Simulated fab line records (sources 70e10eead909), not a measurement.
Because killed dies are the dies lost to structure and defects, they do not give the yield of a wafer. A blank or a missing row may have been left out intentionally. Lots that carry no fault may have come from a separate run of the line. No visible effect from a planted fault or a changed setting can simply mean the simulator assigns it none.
fab line records | flow nand-harc
record lots=24 wafers=72 last-day=34
route steps=1302 shown P_BONDPAD@364 A_ZERO_WELL@412 A_CHANNEL_HOLE_D1@462 A_CHANNEL_FILL_D1@500
lots that met no fault: from a run of the same line without faults
start-h: start of the lot's first displayed wafer, in hours after the record's first day | wait-h: hours elapsed since this lot's preceding step | " identical to the entry in the row above | L1.1+2: a row that stands for several wafers | - no value, or no start given | * or withheld: withheld | < > ~ a bound
route shown NAME@n: NAME is a module with steps in the file, n the number in the route of the first one | usual: the fault-free wafers' mean and standard deviation | same: alike in all rows | chamber/n: place in a boat | sites: per-site readings | _std_site: standard deviation across them | _edge_site: the outer-site mean with the inner-site mean subtracted | radius-mm: for every site, how far away it sits from the centre of the wafer | mask NAME#n: copy n | behind: the last tool/chamber to shape the wafer | hold: cause of the lot's hold/its duration in hours/its outcome | device: which transistor (n, p or np) failed to switch | end of line: at the end of the route, the tests of the same wafers | where a step has no rows: the recipe by itself | killed: dies lost to structure and defects at the first sort, not the wafer's yield | map: a wafer's dies, x killed, . not, _ none there
set.NAME: the setting the step ran with; set.NAME@STEP: the setting that earlier step ran with | model.NAME: the simulator's own value behind a step, which no gauge read
one table for each step of the route and one row for each wafer, over a sample of lots
services: when a tool's chamber went out of use (start-h, in hours from the record's first day, below 0 if earlier), for how many hours, and the reason
## steps
# step NHARC_P_BONDPAD_CD_MEAS_09
# recipe target-cd-nm=500 landing-energy-ev=500
# usual cd-nm=501.1/2
# columns lot.wafer tool chamber start-h wait-h cd-nm
L074.1 cd-sem-03 0 144.16 - 500.6
L074.2 " 0 " " 501.4
L074.4 " 0 " " 500.7
L075.4 cd-sem-03 0 144.74 - 501.3
L075.5 " 0 " " 502.2
L075.6 " 0 " " 503.4
L076.3 cd-sem-03 0 154.16 - 503.5
L076.4 " 0 " " 499.1
L076.5 " 0 " " 502.2
L077.1 cd-sem-03 0 168.71 - 500.0
L077.3 " 0 " " 500.1
L077.5 " 0 " " 502.3
L079.2 cd-sem-03 0 180.14 - 500.7
L079.4 " 0 " " 504.0
L079.6 " 0 " " 498.1
L078.3 cd-sem-01 0 180.92 - 499.5
L078.5 " 0 " " 501.1
L078.6 " 0 " " 497.5
L080.4 cd-sem-02 0 202.82 - 502.4
L080.5 " 0 " " 499.0
L080.6 " 0 " " 502.9
L081.1 cd-sem-02 0 209.86 - 503.8
L081.2 " 0 " " 504.5
L081.4 " 0 " " 497.5
L082.1 cd-sem-02 0 212.86 - 501.3
L082.3 " 0 " " 501.7
L082.5 " 0 " " 505.1
L083.3 cd-sem-03 0 223.42 - 501.9
L083.4 " 0 " " 503.4
L083.5 " 0 " " 501.2
L084.2 cd-sem-01 0 234.00 - 501.1
L084.4 " 0 " " 502.8
L084.6 " 0 " " 501.7
L085.3 cd-sem-02 0 248.48 - 499.5
L085.5 " 0 " " 499.6
L085.6 " 0 " " 500.3
L086.1 cd-sem-01 0 253.53 - 498.7
L086.2 " 0 " " 502.1
L086.6 " 0 " " 496.9
L087.1 cd-sem-03 0 266.23 - 501.2
L087.2 " 0 " " 503.2
L087.4 " 0 " " 503.1
L088.2 cd-sem-02 0 276.84 - 501.5
L088.5 " 0 " " 502.6
L088.6 " 0 " " 499.4
L089.1 cd-sem-02 0 279.00 - 499.6
L089.2 " 0 " " 500.3
L089.4 " 0 " " 496.1
L090.3 cd-sem-03 0 292.86 - 498.0
L090.5 " 0 " " 501.6
L090.6 " 0 " " 500.7
L091.1 cd-sem-02 0 305.41 - 502.7
L091.2 " 0 " " 502.2
L091.4 " 0 " " 503.0
L092.1 cd-sem-01 0 320.77 - 503.4
L092.2 " 0 " " 502.0
L092.3 " 0 " " 498.6
L093.4 cd-sem-01 0 321.94 - 499.2
L093.5 " 0 " " 502.4
L093.6 " 0 " " 503.1
L094.3 cd-sem-01 0 332.59 - 503.0
L094.5 " 0 " " 502.1
L094.6 " 0 " " 497.0
L096.1 cd-sem-03 0 347.79 - 502.0
L096.2 " 0 " " 501.3
L096.6 " 0 " " 501.7
L095.1 cd-sem-01 0 349.04 - 501.6
L095.2 " 0 " " 503.9
L095.6 " 0 " " 500.0
L097.3 cd-sem-01 0 360.73 - 501.8
L097.4 " 0 " " 500.2
L097.5 " 0 " " 502.9
# step NHARC_A_ZERO_WELL_INSPECT_17
# usual raw-defect-count=11/6
# columns lot.wafer tool chamber start-h wait-h raw-defect-count
L074.1 defect-inspect-01 - 149.71 0.2 13
L074.2 " - " " 3
L074.4 " - " " 4
L075.4 defect-inspect-02 - 150.30 0.1 22
L075.5 " - " " 11
L075.6 " - " " 20
L076.3 defect-inspect-02 - 159.65 0.1 9
L076.4 " - " " 11
L076.5 " - " " 5
L077.1 defect-inspect-02 - 174.34 0.2 10
L077.3 " - " " 6
L077.5 " - " " 4
L079.2 defect-inspect-02 - 185.68 0.1 8
L079.4 " - " " 9
L079.6 " - " " 16
L078.3 defect-inspect-02 - 186.42 0.1 9
L078.5 " - " " 8
L078.6 " - " " 19
L080.4 defect-inspect-01 - 208.45 0.1 11
L080.5 " - " " 8
L080.6 " - " " 14
L081.1 defect-inspect-01 - 215.40 0.2 8
L081.2 " - " " 19
L081.4 " - " " 11
L082.1 defect-inspect-02 - 218.45 0.2 11
L082.3 " - " " 16
L082.5 " - " " 9
L083.3 defect-inspect-01 - 228.99 0.1 12
L083.4 " - " " 5
L083.5 " - " " 11
L084.2 defect-inspect-02 - 239.67 0.1 13
L084.4 " - " " 18
L084.6 " - " " 21
L085.3 defect-inspect-02 - 254.20 0.1 15
L085.5 " - " " 14
L085.6 " - " " 9
L086.1 defect-inspect-02 - 259.00 0.2 10
L086.2 " - " " 6
L086.6 " - " " 5
L087.1 defect-inspect-01 - 271.95 0.3 7
L087.2 " - " " 3
L087.4 " - " " 14
L088.2 defect-inspect-01 - 282.43 0.1 8
L088.5 " - " " 5
L088.6 " - " " 13
L089.1 defect-inspect-02 - 284.61 0.2 7
L089.2 " - " " 8
L089.4 " - " " 31
L090.3 defect-inspect-01 - 298.46 0.1 17
L090.5 " - " " 22
L090.6 " - " " 25
L091.1 defect-inspect-02 - 311.01 0.2 11
L091.2 " - " " 12
L091.4 " - " " 5
L092.1 defect-inspect-01 - 326.32 0.2 4
L092.2 " - " " 3
L092.3 " - " " 2
L093.4 defect-inspect-02 - 327.57 0.1 10
L093.5 " - " " 7
L093.6 " - " " 4
L094.3 defect-inspect-01 - 338.19 0.1 12
L094.5 " - " " 13
L094.6 " - " " 5
L096.1 defect-inspect-01 - 353.42 0.2 12
L096.2 " - " " 6
L096.6 " - " " 12
L095.1 defect-inspect-01 - 354.61 0.2 6
L095.2 " - " " 11
L095.6 " - " " 5
L097.3 defect-inspect-01 - 366.14 0.1 10
L097.4 " - " " 20
L097.5 " - " " 6
# step NHARC_A_CHANNEL_HOLE_D1_CD_MEAS_10
# recipe target-cd-nm=100 landing-energy-ev=500
# usual cd-nm=100.1/0.63
# columns lot.wafer tool chamber start-h wait-h cd-nm
L075.4 cd-sem-02 0 185.93 - 99.2
L075.5 " 0 " " 99.8
L075.6 " 0 " " 100.0
L074.1 cd-sem-03 0 186.07 - 99.5
L074.2 " 0 " " 99.5
L074.4 " 0 " " 100.1
L076.3 cd-sem-01 0 198.71 - 100.1
L076.4 " 0 " " 99.8
L076.5 " 0 " " 99.6
L077.1 cd-sem-03 0 212.92 - 101.3
L077.3 " 0 " " 99.9
L077.5 " 0 " " 100.1
L078.3 cd-sem-02 0 223.35 - 99.2
L078.5 " 0 " " 99.5
L078.6 " 0 " " 99.9
L079.2 cd-sem-01 0 223.71 - 99.3
L079.4 " 0 " " 100.8
L079.6 " 0 " " 100.7
L080.4 cd-sem-01 0 249.38 - 99.7
L080.5 " 0 " " 99.3
L080.6 " 0 " " 99.2
L082.1 cd-sem-03 0 260.19 - 99.3
L082.3 " 0 " " 99.5
L082.5 " 0 " " 99.7
L081.1 cd-sem-02 0 260.65 - 100.9
L081.2 " 0 " " 100.3
L081.4 " 0 " " 100.4
L083.3 cd-sem-02 0 267.37 - 100.2
L083.4 " 0 " " 100.6
L083.5 " 0 " " 100.3
L084.2 cd-sem-03 0 279.65 - 99.0
L084.4 " 0 " " 99.0
L084.6 " 0 " " 99.5
L086.1 cd-sem-03 0 293.59 - 100.6
L086.2 " 0 " " 100.1
L086.6 " 0 " " 100.1
L085.3 cd-sem-02 0 294.93 - 101.2
L085.5 " 0 " " 100.9
L085.6 " 0 " " 100.4
L087.1 cd-sem-01 0 309.48 - 101.4
L087.2 " 0 " " 100.7
L087.4 " 0 " " 101.0
L089.1 cd-sem-03 0 321.35 - 99.8
L089.2 " 0 " " 100.7
L089.4 " 0 " " 100.2
L088.2 cd-sem-01 0 322.94 - 99.7
L088.5 " 0 " " 99.8
L088.6 " 0 " " 99.9
L090.3 cd-sem-03 0 339.81 - 100.6
L090.5 " 0 " " 101.1
L090.6 " 0 " " 100.4
L091.1 cd-sem-03 0 347.37 - 100.3
L091.2 " 0 " " 99.5
L091.4 " 0 " " 99.2
L092.1 cd-sem-01 0 363.06 - 99.8
L092.2 " 0 " " 99.9
L092.3 " 0 " " 99.5
L093.4 cd-sem-01 0 364.45 - 100.8
L093.5 " 0 " " 99.2
L093.6 " 0 " " 99.6
L094.3 cd-sem-02 0 379.47 - 99.0
L094.5 " 0 " " 99.9
L094.6 " 0 " " 100.2
L095.1 cd-sem-03 0 403.43 - 99.8
L095.2 " 0 " " 100.0
L095.6 " 0 " " 99.0
L096.1 cd-sem-01 0 405.35 - 100.8
L096.2 " 0 " " 100.2
L096.6 " 0 " " 100.8
L097.3 cd-sem-03 0 407.07 - 100.6
L097.4 " 0 " " 100.6
L097.5 " 0 " " 100.9
# step NHARC_A_CHANNEL_HOLE_D1_ETCH_19
# recipe bias-v=1200 source-w=2500 pressure-mtorr=15 time-s=34.5 ar-flow-sccm=375 c4f8-flow-sccm=28.8 o2-flow-sccm=96.2 temp-c=-20 target-depth-a=* chemistry=C4F8/O2/Ar
# usual drypump-motor-current-A=5.6/0.44 oes-air-line-au=0.999/0.019 showerhead-plenum-p-Torr=3.74/0.053 throttle-valve-pct=37.038/0.0085
# same time-s=34.5
# columns lot.wafer tool chamber start-h wait-h drypump-motor-current-A oes-air-line-au rf-hours-counter-h showerhead-plenum-p-Torr throttle-valve-pct
L074.1 har-etch-01 0 187.44 0.1 5.7 1.027 87 3.78 37.054
L074.2 " 1 " " 5.1 0.958 87 3.69 37.024
L074.4 " 0 " " 5.7 1.003 - 3.78 37.038
L075.4 har-etch-02 0 191.01 3.4 6.3 0.996 - 3.81 37.042
L075.5 " 0 " " 6.3 0.992 - 3.81 37.046
L075.6 " 1 " " 5.4 0.994 - 3.81 37.042
L076.3 har-etch-02 1 200.11 0.1 5.4 0.990 - 3.80 37.043
L076.4 " 0 " " 6.4 0.990 - 3.80 37.046
L076.5 " 1 " " 5.5 0.998 - 3.80 37.040
L077.1 har-etch-01 0 214.29 0.1 5.7 1.007 103 3.77 37.036
L077.3 " 0 " " 5.7 1.003 - 3.77 37.013
L077.5 " 0 " " 5.7 0.998 - 3.77 37.042
L079.2 har-etch-01 0 225.07 0.1 5.7 0.981 107 3.77 37.046
L079.4 " 1 " " 5.1 1.008 - 3.68 37.034
L079.6 " 1 " " 5.1 0.987 - 3.68 37.023
L078.3 har-etch-02 0 225.23 0.1 6.3 1.002 - 3.80 37.036
L078.5 " 1 " " 5.4 1.031 - 3.80 37.033
L078.6 " 0 " " 6.3 0.993 - 3.80 37.040
L080.4 har-etch-01 1 251.78 1.1 5.1 1.002 - 3.67 37.041
L080.6 " 0 " " 5.7 1.023 - 3.75 37.038
L080.5 " 1 " " 5.1 0.981 - 3.67 37.027
L082.1 har-etch-02 1 261.56 0.1 5.5 0.986 347 3.78 37.036
L082.3 " 0 " " 6.4 0.990 - 3.78 37.051
L082.5 " 0 " " 6.3 1.005 - 3.78 37.042
L081.2 har-etch-01 0 262.01 0.1 5.7 1.023 133 3.75 37.027
L081.1 " 1 " " 5.1 1.006 133 3.67 37.041
L081.4 " 1 " " 5.1 1.018 - 3.67 37.043
L083.3 har-etch-02 1 268.79 0.1 5.4 1.026 - 3.78 37.041
L083.4 " 0 " " 6.3 0.988 - 3.78 37.030
L083.5 " 1 " " 5.4 0.993 - 3.78 37.032
L084.2 har-etch-02 1 281.04 0.1 5.4 1.010 355 3.78 37.050
L084.4 " 0 " " 6.3 0.990 - 3.78 37.042
L084.6 " 1 " " 5.4 0.963 - 3.78 37.033
L086.2 har-etch-02 1 294.96 0.1 5.4 1.027 363 3.77 37.033
L086.1 " 0 " " 6.3 0.977 363 3.77 37.031
L086.6 " 1 " " 5.4 0.985 - 3.77 37.050
L085.3 har-etch-01 0 296.35 0.1 5.7 1.024 - 3.74 37.045
L085.5 " 1 " " 5.1 0.977 - 3.66 37.049
L085.6 " 0 " " 5.7 1.009 - 3.74 37.025
L087.1 har-etch-01 1 310.85 0.1 5.1 0.969 160 3.65 37.031
L087.2 " 0 " " 5.7 0.978 160 3.73 37.034
L087.4 " 0 " " 5.7 0.979 - 3.74 37.050
L089.2 har-etch-01 1 324.52 1.9 5.1 0.999 168 3.65 37.038
L089.1 " 0 " " 5.7 1.008 168 3.73 37.045
L089.4 " 0 " " 5.7 1.007 - 3.73 37.048
L088.2 har-etch-02 1 326.86 2.4 5.4 1.021 386 3.76 37.032
L088.5 " 1 " " 5.4 1.028 - 3.76 37.051
L088.6 " 0 " " 6.3 0.965 - 3.76 37.033
L090.3 har-etch-02 1 343.49 2.4 5.5 0.975 - 3.76 37.054
L090.5 " 0 " " 6.3 0.998 - 3.76 37.040
L090.6 " 1 " " 5.4 0.982 - 3.76 37.053
L091.2 har-etch-02 0 348.94 0.1 6.3 0.986 397 3.75 37.043
L091.1 " 1 " " 5.5 0.990 397 3.75 37.036
L091.4 " 0 " " 6.3 0.956 - 3.75 37.044
L092.2 har-etch-01 0 364.82 0.1 5.7 1.004 186 3.72 37.040
L092.1 " 1 " " 5.1 1.006 186 3.64 37.046
L092.3 " 0 " " 5.7 1.042 - 3.72 37.052
L093.4 har-etch-02 0 366.40 0.7 6.3 1.015 - 3.75 37.031
L093.5 " 0 " " 6.3 0.992 - 3.75 37.042
L093.6 " 1 " " 5.4 1.023 - 3.75 37.031
L094.3 har-etch-01 0 383.10 2.3 5.7 0.999 - 3.71 37.049
L094.6 " 1 " " 5.1 1.001 - 3.63 37.023
L094.5 " 0 " " 5.7 0.969 - 3.71 37.047
L095.2 har-etch-01 1 404.80 0.1 5.1 1.025 210 3.63 37.037
L095.1 " 0 " " 5.7 1.021 210 3.71 37.041
L095.6 " 0 " " 5.7 1.003 - 3.71 37.023
L096.1 har-etch-02 1 408.50 1.8 5.4 0.992 4 3.74 37.035
L096.2 " 0 " " 6.3 0.989 4 3.74 37.031
L096.6 " 1 " " 5.4 0.995 - 3.74 37.035
L097.3 har-etch-01 0 409.00 0.6 5.7 0.978 - 3.70 37.036
L097.4 " 1 " " 5.1 1.026 - 3.62 37.025
L097.5 " 1 " " 5.1 0.982 - 3.62 37.020
# step NHARC_A_CHANNEL_HOLE_D1_ETCH_20
# recipe bias-v=3000 source-w=withheld pressure-mtorr=20 time-s=361.9 ar-flow-sccm=375 c4f8-flow-sccm=89.3 o2-flow-sccm=35.7 temp-c=-20 target-depth-a=16000 chemistry=C4F8/O2/Ar
# usual drypump-motor-current-A=5.6/0.44 oes-air-line-au=1.001/0.02 showerhead-plenum-p-Torr=3.69/0.05 throttle-valve-pct=32.155/0.0082
# same time-s=361.9
# columns lot.wafer tool chamber start-h wait-h drypump-motor-current-A oes-air-line-au rf-hours-counter-h showerhead-plenum-p-Torr throttle-valve-pct
L074.1 har-etch-01 0 187.55 0.1 5.7 1.004 88 3.73 32.162
L074.2 " 1 " " 5.1 1.022 88 3.65 32.155
L074.4 " 0 " " 5.7 1.015 - 3.73 32.164
L075.4 har-etch-02 0 191.18 0.2 6.3 0.986 - 3.76 32.159
L075.5 " 0 " " 6.3 0.991 - 3.76 32.157
L075.6 " 1 " " 5.5 1.033 - 3.76 32.165
L076.3 har-etch-02 1 200.30 0.2 5.5 1.019 - 3.76 32.146
L076.4 " 0 " " 6.3 1.016 - 3.76 32.146
L076.5 " 1 " " 5.5 1.005 - 3.76 32.154
L077.1 har-etch-01 0 214.41 0.1 5.6 1.000 103 3.72 32.140
L077.3 " 0 " " 5.7 1.012 - 3.72 32.154
L077.5 " 0 " " 5.7 1.004 - 3.72 32.155
L079.2 har-etch-01 0 225.18 0.1 5.7 1.002 107 3.72 32.152
L079.4 " 1 " " 5.1 1.003 - 3.64 32.146
L079.6 " 1 " " 5.1 1.019 - 3.64 32.160
L078.3 har-etch-02 0 225.44 0.2 6.3 0.972 - 3.75 32.163
L078.5 " 1 " " 5.4 0.954 - 3.75 32.152
L078.6 " 0 " " 6.3 1.008 - 3.75 32.151
L080.4 har-etch-01 1 251.99 0.2 5.1 0.993 - 3.63 32.156
L080.6 " 0 " " 5.7 1.033 - 3.71 32.163
L080.5 " 1 " " 5.1 1.003 - 3.63 32.151
L082.1 har-etch-02 1 261.68 0.1 5.4 0.979 347 3.74 32.136
L082.3 " 0 " " 6.3 0.991 - 3.74 32.160
L082.5 " 0 " " 6.3 1.010 - 3.74 32.152
L081.2 har-etch-01 0 262.12 0.1 5.7 1.053 133 3.71 32.145
L081.1 " 1 " " 5.1 1.029 133 3.63 32.157
L081.4 " 1 " " 5.1 1.006 - 3.63 32.159
L083.3 har-etch-02 1 268.97 0.2 5.5 0.991 - 3.74 32.164
L083.4 " 0 " " 6.3 0.997 - 3.74 32.143
L083.5 " 1 " " 5.5 0.962 - 3.74 32.153
L084.2 har-etch-02 1 281.19 0.1 5.4 1.019 355 3.73 32.162
L084.4 " 0 " " 6.4 0.996 - 3.73 32.158
L084.6 " 1 " " 5.4 1.020 - 3.73 32.160
L086.2 har-etch-02 1 295.08 0.1 5.4 1.001 363 3.73 32.157
L086.1 " 0 " " 6.3 1.005 363 3.73 32.152
L086.6 " 1 " " 5.4 1.005 - 3.73 32.147
L085.3 har-etch-01 0 296.56 0.2 5.7 0.984 - 3.70 32.152
L085.5 " 1 " " 5.1 0.977 - 3.62 32.167
L085.6 " 0 " " 5.7 1.006 - 3.70 32.165
L087.1 har-etch-01 1 310.96 0.1 5.1 1.003 160 3.61 32.146
L087.2 " 0 " " 5.7 0.993 160 3.69 32.162
L087.4 " 0 " " 5.7 0.973 - 3.69 32.159
L089.2 har-etch-01 1 324.63 0.1 5.1 1.008 168 3.61 32.151
L089.1 " 0 " " 5.7 1.010 168 3.69 32.164
L089.4 " 0 " " 5.7 1.036 - 3.69 32.145
L088.2 har-etch-02 1 326.97 0.1 5.4 0.991 386 3.72 32.154
L088.5 " 1 " " 5.4 0.972 - 3.72 32.142
L088.6 " 0 " " 6.3 0.994 - 3.72 32.150
L090.3 har-etch-02 1 343.70 0.2 5.4 1.025 - 3.71 32.150
L090.5 " 0 " " 6.4 1.008 - 3.71 32.153
L090.6 " 1 " " 5.5 1.000 - 3.71 32.159
L091.2 har-etch-02 0 349.05 0.1 6.3 1.019 397 3.71 32.156
L091.1 " 1 " " 5.5 1.009 397 3.71 32.163
L091.4 " 0 " " 6.3 0.998 - 3.71 32.149
L092.2 har-etch-01 0 364.93 0.1 5.7 1.001 187 3.68 32.152
L092.1 " 1 " " 5.1 1.020 187 3.60 32.151
L092.3 " 0 " " 5.7 0.996 - 3.68 32.155
L093.4 har-etch-02 0 366.58 0.2 6.3 1.047 - 3.71 32.163
L093.5 " 0 " " 6.3 1.014 - 3.71 32.158
L093.6 " 1 " " 5.4 1.012 - 3.71 32.167
L094.3 har-etch-01 0 383.31 0.2 5.7 1.016 - 3.67 32.150
L094.6 " 1 " " 5.1 1.008 - 3.59 32.149
L094.5 " 0 " " 5.7 1.002 - 3.67 32.146
L095.2 har-etch-01 1 404.91 0.1 5.1 1.057 210 3.59 32.160
L095.1 " 0 " " 5.7 1.007 210 3.67 32.162
L095.6 " 0 " " 5.7 1.020 - 3.67 32.136
L096.1 har-etch-02 1 408.61 0.1 5.4 1.005 4 3.70 32.157
L096.2 " 0 " " 6.3 0.982 4 3.70 32.135
L096.6 " 1 " " 5.4 0.974 - 3.70 32.159
L097.3 har-etch-01 0 409.18 0.2 5.7 0.967 - 3.66 32.149
L097.4 " 1 " " 5.1 0.992 - 3.58 32.161
L097.5 " 1 " " 5.1 1.021 - 3.59 32.141
# step NHARC_A_CHANNEL_FILL_D1_ETCHBACK_20
# recipe target-depth-a=270 time-s=13.5 c4f8-flow-sccm=withheld o2-flow-sccm=8 ar-flow-sccm=withheld rf-w=600 bias-w=1500 chemistry=C4F8/O2/Ar
# usual oes-product-au=0.96/0.036 rf-vpp-V=979/5
# same time-s=13.5
# columns lot.wafer tool chamber start-h wait-h oes-product-au rf-hours-counter-h rf-vpp-V
L074.2 rie-diel-12 0 217.55 - 1.01 7 981
L074.1 " 2 " " 1.02 7 973
L074.4 " 2 " " 1.02 - 972
L075.4 rie-diel-04 3 221.34 - 1.00 2 984
L075.5 " 1 " " 0.98 - 978
L075.6 " 2 " " 0.99 - 975
L076.3 rie-diel-04 3 229.94 - 1.01 3 983
L076.4 " 0 " " 0.98 4 978
L076.5 " 3 " " 1.02 - 984
L077.3 rie-diel-12 0 244.42 - 0.93 9 980
L077.1 " 2 " " 0.94 9 973
L077.5 " 1 " " 0.93 - 980
L079.4 rie-diel-13 1 255.99 - 0.94 4 984
L079.2 " 3 " " 0.91 4 982
L079.6 " 2 " " 0.93 - 971
L078.3 rie-diel-12 1 256.00 - 0.93 11 981
L078.6 " 0 " " 0.93 - 981
L078.5 " 1 " " 0.93 - 980
L080.4 rie-diel-13 3 285.65 - 0.90 5 983
L080.5 " 2 " " 0.93 - 971
L080.6 " 3 " " 0.92 - 983
L081.1 rie-diel-04 3 296.16 - 0.92 5 984
L081.2 " 0 " " 0.92 6 978
L081.4 " 2 " " 0.92 5 976
L082.3 rie-diel-12 3 296.17 - 1.00 1 988
L082.1 " 0 " " 1.00 1 981
L082.5 " 2 " " 1.02 - 972
L083.4 rie-diel-13 3 301.60 - 0.99 6 981
L083.3 " 1 " " 0.99 6 984
L083.5 " 2 " " 1.00 - 972
L084.2 rie-diel-12 2 311.25 - 0.99 3 972
L084.4 " 3 " " 1.01 2 989
L084.6 " 0 " " 1.00 - 980
L086.1 rie-diel-04 3 325.10 - 0.93 9 983
L086.2 " 0 " " 0.92 8 978
L086.6 " 0 " " 0.92 - 978
L085.3 rie-diel-12 1 325.11 - 1.00 3 982
L085.6 " 3 " " 1.00 - 987
L085.5 " 0 " " 1.00 - 981
L087.2 rie-diel-12 0 340.83 - 1.00 4 980
L087.1 " 1 " " 1.01 4 981
L087.4 " 2 " " 0.99 4 973
L089.2 rie-diel-13 3 354.91 - 0.98 0 983
L089.1 " 0 " " 0.98 0 973
L089.4 " 1 " " 0.99 0 984
L088.2 rie-diel-12 1 354.97 - 1.00 5 979
L088.5 " 3 " " 0.99 - 988
L088.6 " 0 " " 0.99 - 980
L090.3 rie-diel-13 2 373.39 - 0.97 1 971
L090.5 " 3 " " 0.98 - 982
L090.6 " 0 " " 0.98 - 974
L091.1 rie-diel-13 2 380.59 - 0.91 1 970
L091.4 " 3 " " 0.91 1 983
L091.2 " 0 " " 0.92 1 974
L092.3 rie-diel-12 2 395.06 - 0.93 7 971
L092.2 " 3 " " 0.91 6 988
L092.1 " 0 " " 0.93 7 982
L093.4 rie-diel-13 0 395.07 - 0.98 1 975
L093.6 " 3 " " 0.97 - 982
L093.5 " 0 " " 0.98 - 975
L094.3 rie-diel-13 2 415.73 - 0.98 2 971
L094.6 " 0 " " 1.00 - 973
L094.5 " 1 " " 1.00 - 983
L095.1 rie-diel-04 0 434.91 - 1.00 6 978
L095.2 " 2 " " 1.01 4 974
L095.6 " 0 " " 1.00 - 978
L096.1 rie-diel-12 2 438.56 - 0.93 10 973
L096.2 " 3 " " 0.92 10 988
L096.6 " 1 " " 0.93 - 980
L097.3 rie-diel-04 0 438.57 - 0.92 6 979
L097.5 " 0 " " 0.92 - 977
L097.4 " 3 " " 0.92 - 982
## services
# columns tool chamber start-h hours kind
rie-diel-13 - 165.00 9.0 pm
rie-diel-12 0 173.09 3.4 repair
rie-diel-12 1 173.91 - clean
rie-diel-12 2 173.91 - clean
rie-diel-12 3 173.91 - clean
rie-diel-04 - 177.90 9.0 pm
rie-diel-13 1 182.43 5.5 repair
rie-diel-12 0 198.41 - clean
rie-diel-12 3 209.05 13.6 repair
rie-diel-13 1 258.98 5.0 repair
rie-diel-12 - 268.40 9.0 pm
rie-diel-13 - 342.00 9.0 pm
rie-diel-04 - 354.90 9.0 pm
rie-diel-04 2 369.09 16.2 repair
har-etch-02 - 377.00 17.0 pm
har-etch-02 0 377.00 17.0 vent-cycle
har-etch-02 1 377.00 17.0 vent-cycle
har-etch-02 0 394.00 - clean
har-etch-02 0 394.00 - consumable-replace:focus-ring
har-etch-02 1 394.00 - clean
har-etch-02 1 394.00 - consumable-replace:focus-ring
rie-diel-12 0 409.71 5.0 repair
rie-diel-04 1 430.13 2.9 repair
rie-diel-04 1 435.31 17.9 repair
## key
fault none
